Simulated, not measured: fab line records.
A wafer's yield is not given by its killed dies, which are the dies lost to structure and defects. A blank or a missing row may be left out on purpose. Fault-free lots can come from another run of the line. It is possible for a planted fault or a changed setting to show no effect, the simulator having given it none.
Code-filled problem report in 8D (eight disciplines) form | flow n5 finfet | the parts of the form that need people (team, actions taken, sign-off) are left out

1. THE ISSUE
Wafers without a fault read 820.0 W, standard deviation 2.6; rf fwd power W at N5_BEOL_M1_ETCH_77 reads a mean of 617.0 W on 6 wafers belonging to 2 lots. Measured from the usual mean, that is -78 standard deviations.
The step: etches underlayer in N2/H2, target depth 6.5 nm, time 5.2 s.
Seen first at day 7 02:11 on rie diel-05, wafer L501.1. The record holds 24 wafers of 8 lots with a number at this step. Rule for "out", or "out of limits": more than 4 standard deviations from the usual mean. The other wafers with a number count as sound.

2. WHAT IT IS; WHAT IT IS NOT
question                    | is                                          | is not
which readings at this step | rf fwd power W, etch rf on time s, rf vpp V | drypump motor current A, showerhead plenum p Torr, throttle valve pct
which lots                  | L501, L504                                  | L497, L499, L500, L517, L519, L520
which wafers of those lots  | all that have a number                      | -
read on which tools         | rie diel-05                                 | rie diel-02, rie diel-06
when                        | from day 7 02:11                            | up to then (9 sound wafers); but 9 sound wafers of L517, L519, L520 came after

3. WHAT RULES OUT EACH SUSPECT
Counting: a tool stays on the suspect list if, at a process step up to the reading, it processed all lots that are out and no sound lot following the first of them.
- rie diel-05 at N5_BEOL_M1_ETCH_77 (etches underlayer in N2/H2, target depth 6.5 nm, time 5.2 s): ruled out as a lasting fault. The sound lots L519 went through it after L501, its earliest lot that is out (day 7 02:11).
Left after counting: nothing in the record.

4. THE CAUSE (what the simulator had put in)
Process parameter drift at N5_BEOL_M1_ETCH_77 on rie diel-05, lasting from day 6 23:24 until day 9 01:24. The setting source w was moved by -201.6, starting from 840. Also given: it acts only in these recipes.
Counting ruled it out, wrongly.

5. THE EFFECT CHAIN, in route order
One row per reading whose mean, taken over the struck wafers that have a number, lies over 3 standard deviations from the usual. Only readings whose record carries a usual standard deviation are examined. hours: median over the lots of the time between each lot's start at the first step of this table that gives one and its start at this step. sigmas: the change, counted in usual standard deviations.
hours | step               | reading           | usual   | on struck wafers | change | sigmas
0     | N5_BEOL_M1_ETCH_77 | etch rf on time s | 5.23 s  | 6.52             | +1.29  | +14
0     | N5_BEOL_M1_ETCH_77 | rf fwd power W    | 820.0 W | 617.0            | -203.0 | -78
0     | N5_BEOL_M1_ETCH_77 | rf vpp V          | 524.3 V | 573.2            | +48.9  | +17
It contains these process steps:
- N5_BEOL_M1_ETCH_77: etches underlayer in N2/H2, target depth 6.5 nm, time 5.2 s.
Later measuring or inspecting steps at which every struck wafer that the step has a row for has a number for every such reading, and none has moved that far: N5_BEOL_M4_RC_MEAS_101.

6. WHAT WOULD HAVE CAUGHT IT SOONER
The fault began at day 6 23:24; the first out-of-limits reading in this record came at day 7 02:11, 3 hours later.
